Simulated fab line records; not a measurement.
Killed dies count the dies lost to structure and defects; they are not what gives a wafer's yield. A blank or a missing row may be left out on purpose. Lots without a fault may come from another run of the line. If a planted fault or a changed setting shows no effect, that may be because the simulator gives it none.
A lot that was struck, set against a sound lot / flow n5-finfet / 26 steps out of a route of 1938
Sound: these wafers, L498.1, L498.3, L498.5. The struck wafers were L504.2, L504.4, L504.5. At the end, the cause is stated.
For every step that has rows: the tool of each side, followed by ch and its chambers, followed by its first start. Under that, the readings that differ: sound wafers / struck wafers / difference of the means / sigmas: that difference in standard deviations of wafers without a fault.
alike: a reading whose means differ by less than 2 such deviations, as well as words and numbers matching on both sides. not compared: withheld readings; readings where some wafer has no value; bounds like >300 that might hide an equal value; numbers whose values overlap and for which the record gives no deviation.
Wherever a step has rows on one side only, a row that says differs or no value, or a row with sigmas, the two part there. Numbers that don't overlap but have no deviation are shown without sigmas and don't part them. A reading missing from all wafers of one side parts the sides only when that side holds two or more wafers.

first, 9 steps without rows for these wafers: N5_BEOL_M4_ILD_DEP_00 (deposits SiOC from DEMS/O2, target thk 79 nm, time 15.3 s); N5_BEOL_M4_PECVD_72 (deposits SiO2 from TEOS/O2, target thk 16 nm, time 18 s); N5_BEOL_M4_HM_DEP_02 (deposits TiN, target thk 20 nm); N5_BEOL_M4_COAT_61 (time 60 s, resist thk 60 nm); N5_BEOL_M4_COAT_62 (time 60 s, resist thk 12 nm); N5_BEOL_M4_COAT_73 (time 60 s, resist thk 5 nm); N5_BEOL_M4_COAT_05 (resist thk 30 nm); N5_BEOL_M4_EBR_07; N5_BEOL_M4_SOFTBAKE_06 (time 60 s).
N5_BEOL_M4_EXPOSE_08: exposes mask M4.
  sound on euv-scanner-01 ch 0, day 11 01:22; struck on euv-scanner-01 ch 0, day 12 05:32
reading=exposure-dose-mJ-cm2; sound=41.19 41.19 41.19; struck=32.55 32.64 32.58; difference=-8.60; sigmas=-99 or more
  alike: mask
then, 2 steps without rows for these wafers: N5_BEOL_M4_PEB_09 (peb time 60 s); N5_BEOL_M4_DEVELOP_10 (develop time 30 s).
N5_BEOL_M4_CD_MEAS_11: target cd 16.79 nm.
  sound on cd-sem-03 ch 0, day 11 01:30; struck on cd-sem-02 ch 0, day 12 05:40
reading=cd-nm (nm); sound=16.59 16.80 16.23; struck=11.04 11.02 10.89; difference=-5.56; sigmas=-23
then, 1 step without rows for these wafers: N5_BEOL_M4_DESCUM_16 (chemistry O2, time 7 s).
N5_BEOL_M4_ETCH_74: etches underlayer in N2/H2, target depth 6.5 nm, time 5.2 s.
  sound on rie-diel-03 ch 0,2,3, day 11 01:43; struck on rie-diel-03 ch 0,1,2, day 12 05:49
reading=model.BEOL_M4.cd-offset-nm (nm); sound=-0.4 0 -0.2; struck=-5.6 -5.8 -5.8; difference=-5.5; sigmas=
  alike: drypump-motor-current-A, etch-rf-on-time-s, h2-flow-sccm, oes-product-au, rf-vpp-V, showerhead-plenum-p-Torr, throttle-valve-pct
  not compared: rf-hours-counter-h
then, 5 steps without rows for these wafers: N5_BEOL_M4_ETCH_63 (etches SiARC in CF4, target depth 15.6 nm, time 26 s); N5_BEOL_M4_ETCH_64 (etches SOC in N2/H2, target depth 75 nm, overetch 22.5 nm, time 121.9 s); N5_BEOL_M4_STRIP_65 (strips in N2/H2); N5_BEOL_M4_STRIP_75 (strips in N2/H2); N5_BEOL_M4_STRIP_66 (strips in CF4).
N5_BEOL_M4_HM_OPEN_17: chemistry Cl2/BCl3, target TiN, target depth 20 nm, overetch 6 nm.
  sound on rie-metal-01 ch 0,1, day 11 01:56; struck on rie-metal-01 ch 0,1, day 12 06:02
reading=model.BEOL_M4.cd-offset-nm (nm); sound=-0.4 0 -0.6; struck=-5.6 -5.6 -6; difference=-5.4; sigmas=
  alike: drypump-motor-current-A, mfc-ar-sccm, oes-product-au, throttle-valve-pct
  not compared: rf-hours-counter-h
then, 1 step without rows for these wafers: N5_BEOL_M4_STRIP_19 (strips in O2).
N5_BEOL_M4_CD_MEAS_18: pitch 36 nm, target cd 18 nm.
  struck on cd-sem-03, day 12 06:13; sound on cd-sem-02, day 11 02:07
reading=cd-nm (nm); sound=17.85 18.08 17.55; struck=12.21 12.13 12.43; difference=-5.57; sigmas=-19
then, 1 step without rows for these wafers: N5_BEOL_M4_COAT_67 (time 60 s, resist thk 60 nm).
N5_BEOL_M4_RC_MEAS_101:
  the record has rows for the sound wafers here (prober-02 ch 0, day 11 16:56) and none for the struck ones
next, for these wafers, 1 step has no rows: N5_PASSIVATION_PROBE_49.

== WHERE THEY PART ==
First at N5_BEOL_M4_EXPOSE_08; last, within this record, at N5_BEOL_M4_RC_MEAS_101.

WHY: what the simulator had put in
Drift in process parameters on euv-scanner-01 at N5_BEOL_M4_EXPOSE_08, starting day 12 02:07. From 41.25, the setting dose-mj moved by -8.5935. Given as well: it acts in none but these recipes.
